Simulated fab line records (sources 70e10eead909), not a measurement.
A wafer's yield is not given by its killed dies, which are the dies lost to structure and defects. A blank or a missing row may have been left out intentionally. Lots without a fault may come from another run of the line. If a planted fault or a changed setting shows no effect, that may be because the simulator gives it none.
Matching of chambers ; flow nand-harc ; 4 sister chambers for NHARC_A_SGD_CUT_DESCUM_14 on rie-diel-06
The step chemistry O2, time 3 s. 20 wafers are shown with their chamber, then 10 later ones without.

== WAFERS, EACH WITH ITS CHAMBER ==
wafer;chamber;showerhead-plenum-p-Torr (Torr);drypump-motor-current-A (A);oes-product-au (a.u.)
L074.3;0;1.94;6.0;1.001
L074.5;3;1.97;6.3;0.994
L074.6;0;1.94;6.0;1.008
L077.1;2;1.80;6.3;0.992
L077.5;1;1.89;6.2;0.998
L077.6;0;1.93;6.0;0.981
L078.2;1;1.89;6.2;1.005
L078.4;3;1.97;6.3;1.012
L078.5;1;1.89;6.2;1.014
L080.4;2;1.80;6.3;0.977
L080.5;2;1.80;6.2;0.976
L080.6;3;1.97;6.3;0.993
L081.1;2;1.80;6.3;0.974
L081.2;1;1.89;6.2;0.992
L081.3;3;1.97;6.3;1.004
L084.2;2;1.80;6.3;0.989
L084.3;0;1.93;6.0;1.007
L084.6;3;1.97;6.2;1.007
L086.1;0;1.93;6.0;1.010
L086.2;3;1.97;6.3;1.009

SIGNATURES (means of the wafers above)
reading;chamber 0;chamber 1;chamber 2;chamber 3;scatter within a chamber
showerhead-plenum-p-Torr;1.9340;1.8900;1.8000;1.9700;0.00274
drypump-motor-current-A;6.000;6.200;6.280;6.283;0.032
oes-product-au;1.00140;1.00225;0.98160;1.00317;0.00943
Rule: a wafer's distance from a chamber is the root of the sum, over the readings, of the square of ((its reading less the chamber's mean) divided by the reading's scatter). The wafer belongs to the nearest chamber; if the next one is less than 2 further off, it can't be placed. The scatter: the root of (the sum of the squares of (reading less its chamber's mean) over the shown wafers, divided by (wafers less chambers)).

== WAFERS WITHOUT THEIR CHAMBER ==
wafer;showerhead-plenum-p-Torr (Torr);drypump-motor-current-A (A);oes-product-au (a.u.)
L086.6;1.97;6.3;1.016
L087.1;1.97;6.3;1.009
L087.3;1.93;6.0;0.999
L087.4;1.89;6.2;0.976
L090.3;1.93;6.0;1.016
L090.5;1.80;6.2;0.983
L090.6;1.97;6.3;1.011
L096.1;1.93;6.0;1.013
L096.4;1.97;6.3;1.011
L096.5;1.80;6.3;0.992

== EACH ONE'S CHAMBER ==
wafer;from the rows above;in truth
L086.6;3;3
L087.1;3;3
L087.3;0;0
L087.4;1;1
L090.3;0;0
L090.5;2;2
L090.6;3;3
L096.1;0;0
L096.4;3;3
L096.5;2;2
Placed correctly: 10 of 10. Not placeable from these rows: 0. 0 placed wrongly.
